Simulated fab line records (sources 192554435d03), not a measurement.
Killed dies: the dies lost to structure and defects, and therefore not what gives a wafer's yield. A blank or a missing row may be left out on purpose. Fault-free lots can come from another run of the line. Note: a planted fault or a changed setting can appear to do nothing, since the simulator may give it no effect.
fab line records	flow n5_finfet
record: lots: 6	wafers: 18	last_day: 17
route steps=1938 shown BEOL_M13@1673
lots with no fault: from the same line, run without faults
start_h: start of the lot's first displayed wafer, in hours after the record's first day	wait_h: hours elapsed since this lot's preceding step	" identical to the entry in the row above	L1.1+2: one row covering several wafers at once	- either no value or no given start	* or withheld: withheld	< > ~ a bound
route shown NAME@n: names a module that has steps shown in the file, with the first one's number in the route	usual: mean/standard deviation taken from wafers without a fault	same: alike in all rows	chamber/n: place in a boat	sites: readings site by site	_std_site: standard deviation across them	_edge_site: inner sites' mean taken away from outer sites' mean	radius_mm: for every site, how far away it sits from the centre of the wafer	mask NAME#n: copy n	behind: tool/chamber where the wafer was last shaped	hold: reason for holding the lot/hours on hold/outcome of the hold	device: names the non-switching transistor (n, p or np)	end of line: tests run on the same wafers once the route is complete	step lacking rows: just its recipe	killed: not the wafer's yield, but the dies lost to structure and defects at the first sort	map: a wafer's dies, x killed, . not, _ none there
set.NAME: the setting that was run; set.NAME@STEP: the one run at that earlier step	model.NAME: the simulator's own value behind a step, which no gauge read
lots at some steps of the route; a table a step, a row a wafer
services: the hour from which a tool's chamber was out of use, counted from the record's first day as start_h (under 0 if before that day), plus the number of hours and why
== steps ==
step: N5_BEOL_M13_ETCH_59
recipe: chemistry: N2/H2	target: BARC	target_depth_a: 890	overetch_a: 267	time_s: 67.9	ion_energy_ev: 200	pressure_mtorr: 30	source_w: 840	bias_w: 150	n2_flow_sccm: 200	h2_flow_sccm: 200
usual: drypump_motor_current_A: 5.7/0.48	oes_product_au: 0.67/0.068	rf_vpp_V: 522.7/2.2	showerhead_plenum_p_Torr: 2.50/0.076	throttle_valve_pct: 17.78/0.2
lot.wafer	tool	chamber	start_h	wait_h	drypump_motor_current_A	oes_product_au	rf_hours_counter_h	rf_vpp_V	showerhead_plenum_p_Torr	throttle_valve_pct
L492.2	rie_diel-02	0	265.09	0.0	6.0	0.59	244	524.4	2.50	17.97
L492.4	"	1	"	"	6.1	0.77	26	522.6	2.48	17.64
L492.6	"	3	"	"	5.6	0.58	-	525.2	2.62	18.05
L495.1	rie_diel-02	1	271.76	0.0	6.1	0.77	28	524.0	2.48	17.65
L495.2	"	2	"	"	6.0	0.76	39	520.7	2.48	17.76
L495.6	"	1	"	"	6.1	0.77	-	522.0	2.48	17.64
L496.1	rie_diel-02	1	288.80	0.0	6.0	0.76	35	522.4	2.48	17.66
L496.4	"	3	"	"	5.6	0.58	-	525.8	2.62	18.06
L496.5	"	1	"	"	6.0	0.76	-	521.7	2.48	17.66
L505.3	rie_diel-02	0	348.67	0.0	6.0	0.81	11	522.4	2.50	17.56
L505.4	"	2	"	"	6.0	0.73	66	522.1	2.47	17.81
L505.5	"	2	"	"	6.0	0.73	-	521.0	2.47	17.81
L509.2	rie_diel-06	2	363.21	0.0	5.7	0.77	11	522.2	2.50	17.35
L509.3	"	3	"	"	5.9	0.67	109	521.7	2.45	17.68
L509.6	"	3	"	"	5.9	0.68	-	522.2	2.45	17.69
L507.1	rie_diel-06	3	369.89	0.0	5.9	0.67	111	521.6	2.45	17.69
L507.2	"	2	"	"	5.7	0.77	13	522.5	2.50	17.38
L507.5	"	0	"	"	5.8	0.73	-	522.4	2.46	17.58
step: N5_BEOL_M13_VIA_ETCH_16
recipe: chemistry: C4F8/O2/Ar	target: SiOC	pressure_mtorr: 30	source_w: 3000	bias_w: 700	Ar_flow_sccm: 400	C4F8_flow_sccm: 15	O2_flow_sccm: 8	he_inner_torr: 15	he_outer_torr: 30	target_depth_a: 9217	time_s: withheld	ion_energy_ev: 250	ends: cleared
usual: C4F8_flow_sccm: 15.00/0.046	O2_flow_sccm: 7.998/0.024	drypump_motor_current_A: 5.7/0.48	oes_product_au: 0.71/0.075	rf_vpp_V: 664.2/2.8	showerhead_plenum_p_Torr: 3.36/0.099	throttle_valve_pct: 24.06/0.2
lot.wafer	tool	chamber	start_h	wait_h	C4F8_flow_sccm	O2_flow_sccm	drypump_motor_current_A	oes_product_au	rf_vpp_V	showerhead_plenum_p_Torr	throttle_valve_pct
L492.2	rie_diel-02	0	265.14	0.0	14.97	7.996	5.9	0.64	664.3	3.37	24.29
L492.4	"	1	"	"	14.93	7.973	6.1	0.83	662.0	3.36	24.17
L492.6	"	3	"	"	15.09	8.027	5.6	0.62	669.6	3.50	24.15
L495.1	rie_diel-02	1	271.81	0.0	15.08	8.000	6.0	0.83	664.6	3.36	24.19
L495.2	"	2	"	"	15.02	8.017	6.0	0.81	664.1	3.33	24.13
L495.6	"	1	"	"	14.96	7.983	6.0	0.83	662.5	3.36	24.18
L496.1	rie_diel-02	1	288.85	0.0	15.04	7.979	6.0	0.81	663.3	3.36	24.18
L496.4	"	3	"	"	15.02	7.995	5.6	0.60	670.2	3.49	24.17
L496.5	"	1	"	"	14.99	8.026	6.0	0.82	664.3	3.36	24.18
L505.3	rie_diel-02	0	348.72	0.0	15.01	7.961	5.9	0.87	666.0	3.37	23.99
L505.4	"	2	"	"	15.00	8.011	6.0	0.77	662.0	3.32	24.17
L505.5	"	2	"	"	15.01	8.032	6.0	0.77	662.7	3.32	24.18
L509.2	rie_diel-06	2	363.26	0.0	15.05	8.020	5.6	0.82	663.2	3.35	23.64
L509.3	"	3	"	"	15.01	7.999	5.9	0.71	663.3	3.31	24.00
L509.6	"	3	"	"	15.01	7.955	5.9	0.71	662.7	3.31	24.01
L507.1	rie_diel-06	3	369.94	0.0	15.10	7.987	5.9	0.72	661.9	3.31	24.02
L507.2	"	2	"	"	14.99	7.976	5.7	0.82	662.9	3.35	23.61
L507.5	"	0	"	"	15.03	8.025	5.8	0.77	661.9	3.32	23.95
step: N5_BEOL_M13_STRIP_63
recipe: chemistry: N2/H2	power_w: 1000	temp_c: 250	h2_frac: 0.65	overash_fraction: 0.3	pressure_mtorr: 1000	n2_flow_sccm: 1750	h2_flow_sccm: 3250
usual: drypump_motor_current_A: 5.63/0.23	heater_power_w: 348/27	oes_product_au: 0.673/0.0047	strip_time_to_endpoint_s: 27.7/1
lot.wafer	tool	chamber	start_h	wait_h	drypump_motor_current_A	heater_power_w	oes_product_au	rf_hours_counter_h	strip_time_to_endpoint_s
L492.2	plasma_asher-02	0	265.38	-	5.21	390	0.666	68	27.9
L492.4	"	0	"	"	5.21	393	0.670	-	26.9
L492.6	"	1	"	"	5.73	312	0.674	-	27.1
L495.1	plasma_asher-02	1	272.04	-	5.66	311	0.676	69	27.4
L495.2	"	0	"	"	5.21	400	0.679	69	28.4
L495.6	"	0	"	"	5.24	382	0.672	-	26.5
L496.1	plasma_asher-01	1	289.09	-	5.75	351	0.672	134	27.9
L496.4	"	0	"	"	5.82	349	0.672	-	26.7
L496.5	"	0	"	"	5.83	359	0.673	-	26.0
L505.3	plasma_asher-02	0	348.97	-	5.23	392	0.673	-	27.4
L505.4	"	1	"	"	5.65	310	0.667	-	26.8
L505.5	"	1	"	"	5.65	307	0.674	-	26.6
L509.2	plasma_asher-02	1	363.50	-	5.72	309	0.675	86	28.7
L509.3	"	1	"	"	5.68	306	0.672	-	28.1
L509.6	"	1	"	"	5.72	308	0.677	-	27.6
L507.1	plasma_asher-02	1	370.51	-	5.61	314	0.677	88	28.0
L507.2	"	0	"	"	5.24	377	0.682	88	29.1
L507.5	"	1	"	"	5.71	312	0.664	-	27.3
step: N5_BEOL_M13_STRIP_64
recipe: chemistry: N2/H2	power_w: 1000	temp_c: 250	h2_frac: 0.65	overash_fraction: 0.3	pressure_mtorr: withheld	n2_flow_sccm: 1750	h2_flow_sccm: 3250
usual: drypump_motor_current_A: 5.64/0.23	heater_power_w: 347/28	oes_product_au: 0.715/0.0047	strip_time_to_endpoint_s: 31.33/0.07
lot.wafer	tool	chamber	start_h	wait_h	drypump_motor_current_A	heater_power_w	oes_product_au	rf_hours_counter_h	strip_time_to_endpoint_s
L492.2	plasma_asher-02	0	265.44	0.0	5.22	376	0.720	69	31.33
L492.4	"	0	"	"	5.24	388	0.721	-	31.31
L492.6	"	1	"	"	5.70	307	0.722	-	31.29
L495.1	plasma_asher-02	1	272.10	0.0	5.73	309	0.717	69	31.33
L495.2	"	0	"	"	5.22	392	0.712	69	31.29
L495.6	"	0	"	"	5.21	382	0.710	-	31.31
L496.1	plasma_asher-01	1	289.15	0.0	5.76	337	0.716	134	31.34
L496.4	"	0	"	"	5.82	347	0.721	-	31.26
L496.5	"	0	"	"	5.82	349	0.714	-	31.28
L505.3	plasma_asher-02	0	349.03	0.0	5.22	381	0.718	-	31.30
L505.4	"	1	"	"	5.73	308	0.721	-	31.36
L505.5	"	1	"	"	5.70	302	0.705	-	31.31
L509.2	plasma_asher-02	1	363.56	0.0	5.68	302	0.716	86	31.30
L509.3	"	1	"	"	5.74	309	0.708	-	31.34
L509.6	"	1	"	"	5.74	310	0.717	-	31.33
L507.1	plasma_asher-02	1	370.57	0.0	5.73	297	0.711	88	31.50
L507.2	"	0	"	"	5.23	391	0.722	88	31.41
L507.5	"	1	"	"	5.69	305	0.711	-	31.40
step: N5_BEOL_M13_STRIP_71
recipe: chemistry: post_etch_residue_remover	time_s: 60	temp_c: 25	remover_ph: withheld	remover_water_wt_pct: withheld	remover_fluoride_wt_pct: withheld
step: N5_BEOL_M13_SRD_72
recipe: time_s: 30	temp_c: 23	rinse_liquid: diw	dry: n2_spin	spin_rpm: 1500	dry_time_s: 30
step: N5_BEOL_M13_CD_MEAS_17
recipe: target_cd_nm: 190	polarity: opening
usual: cd_nm: 190.0/1.2
lot.wafer	tool	chamber	start_h	wait_h	cd_nm
L492.2	cd_sem-02	-	265.58	0.0	188.6
L492.4	"	-	"	"	188.1
L492.6	"	-	"	"	188.7
L495.1	cd_sem-01	-	272.25	0.0	189.6
L495.2	"	-	"	"	189.2
L495.6	"	-	"	"	188.9
L496.1	cd_sem-01	-	289.30	0.0	190.9
L496.4	"	-	"	"	190.9
L496.5	"	-	"	"	189.8
L505.3	cd_sem-02	-	349.16	0.0	193.2
L505.4	"	-	"	"	192.1
L505.5	"	-	"	"	192.5
L509.2	cd_sem-03	-	363.71	0.0	189.6
L509.3	"	-	"	"	191.5
L509.6	"	-	"	"	191.0
L507.1	cd_sem-03	-	370.72	0.0	191.4
L507.2	"	-	"	"	188.9
L507.5	"	-	"	"	188.4
step: N5_BEOL_M13_COAT_65
recipe: resist: SOC	temp_c: 250	time_s: 60	spin_rpm: 1500	resist_thk_nm: 350
step: N5_BEOL_M13_COAT_66
recipe: resist: SiARC	temp_c: 220	time_s: 60	spin_rpm: 1500	resist_thk_nm: 110
step: N5_BEOL_M13_COAT_22
recipe: spin_rpm: 2888	resist_thk_nm: 300
step: N5_BEOL_M13_EBR_24
recipe: solvent: PGMEA	ebr_width_mm: 1.5
step: N5_BEOL_M13_SOFTBAKE_23
recipe: temp_c: 130	time_s: 60
step: N5_BEOL_M13_EXPOSE_25
recipe: mask_id: M13	na: 0.93	source_shape: conventional	sigma_outer: 0.4	polarization: unpolarized	target_cd_nm: 210	dose_mj: 22
usual: exposure_dose_mJ_cm2: 21.982/0.022	focus_offset_nm: -0.1/0.59
lot.wafer	tool	chamber	start_h	wait_h	mask	exposure_dose_mJ_cm2	focus_offset_nm
L492.2	krf_scanner-01	0	265.87	-	M13#0	21.965	-0.2
L492.4	"	0	"	"	M13#0	21.994	0.6
L492.6	"	0	"	"	M13#0	22.008	-0.1
L495.1	krf_scanner-02	-	272.53	-	M13#0	-	-
L495.2	"	-	"	"	M13#0	-	-
L495.6	"	-	"	"	M13#0	-	-
L496.1	krf_scanner-01	-	289.58	-	M13#0	-	-
L496.4	"	-	"	"	M13#0	-	-
L496.5	"	-	"	"	M13#0	-	-
L505.3	krf_scanner-02	0	349.33	-	M13#0	21.951	-0.2
L505.4	"	0	"	"	M13#0	22.003	0.1
L505.5	"	0	"	"	M13#0	21.963	-0.3
L509.2	krf_scanner-01	0	363.99	-	M13#0	21.984	0.4
L509.3	"	0	"	"	M13#0	21.967	0.4
L509.6	"	0	"	"	M13#0	22.006	-0.5
L507.1	krf_scanner-02	0	370.87	-	M13#0	21.946	-0.1
L507.2	"	0	"	"	M13#0	21.966	0.1
L507.5	"	0	"	"	M13#0	21.961	1.0
step: N5_BEOL_M13_PEB_26
recipe: peb_temp_c: 130	peb_time_s: 90
== services ==
tool	chamber	start_h	hours	kind
krf_scanner-02	-	243.47	1.3	pm
krf_scanner-02	-	267.82	0.8	pm
rie_diel-06	-	276.05	14.6	pm
krf_scanner-01	-	276.64	1.3	pm
rie_diel-02	-	279.98	0.2	repair
rie_diel-02	0	283.46	-	clean
rie_diel-02	0	283.46	-	consumable_replace:focus_ring
rie_diel-02	0	283.46	27.3	scheduled_down
rie_diel-02	0	283.46	27.3	vent_cycle
krf_scanner-01	-	290.00	0.8	pm
plasma_asher-02	-	298.53	11.6	pm
rie_diel-06	2	307.59	1.2	repair
rie_diel-06	2	308.94	-	clean
rie_diel-06	2	308.94	-	consumable_replace:focus_ring
rie_diel-06	2	308.94	16.3	scheduled_down
rie_diel-02	0	316.35	5.3	repair
plasma_asher-02	-	320.96	0.4	repair
rie_diel-02	3	326.91	-	clean
rie_diel-02	3	326.91	-	consumable_replace:focus_ring
rie_diel-02	3	326.91	21.4	scheduled_down
rie_diel-02	3	326.91	21.4	vent_cycle
krf_scanner-02	-	335.91	5.4	repair
rie_diel-02	3	363.11	7.7	repair
plasma_asher-01	-	368.04	14.6	pm
== key ==
first_sign: step: N5_BEOL_M13_EXPOSE_25	reading: tool_record	direction: missing
effect none on later readings
met_at N5_BEOL_M13_EXPOSE_25
struck_wafers L495.1,L495.2,L495.6,L496.1,L496.4,L496.5
later_rows_left_out L495.1,L495.2,L495.6,L496.1,L496.4,L496.5
sort_left_out L495.1,L495.2,L495.6,L496.1,L496.4,L496.5
onset_between 265.87 272.53
fault: kind: skipped_step_whole	tool: krf_scanner-01,krf_scanner-02	chamber: -	onset_h: 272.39	steps: N5_BEOL_M13_EXPOSE_25	scope: struck_lots_only
sort_left_out: the simulated sort isn't trusted on such a fault, so these wafers' sort isn't shown, and their yield isn't known
later_rows_left_out: the simulator's readings of these wafers behind a module that went badly wrong aren't trusted and aren't shown, but for the sort
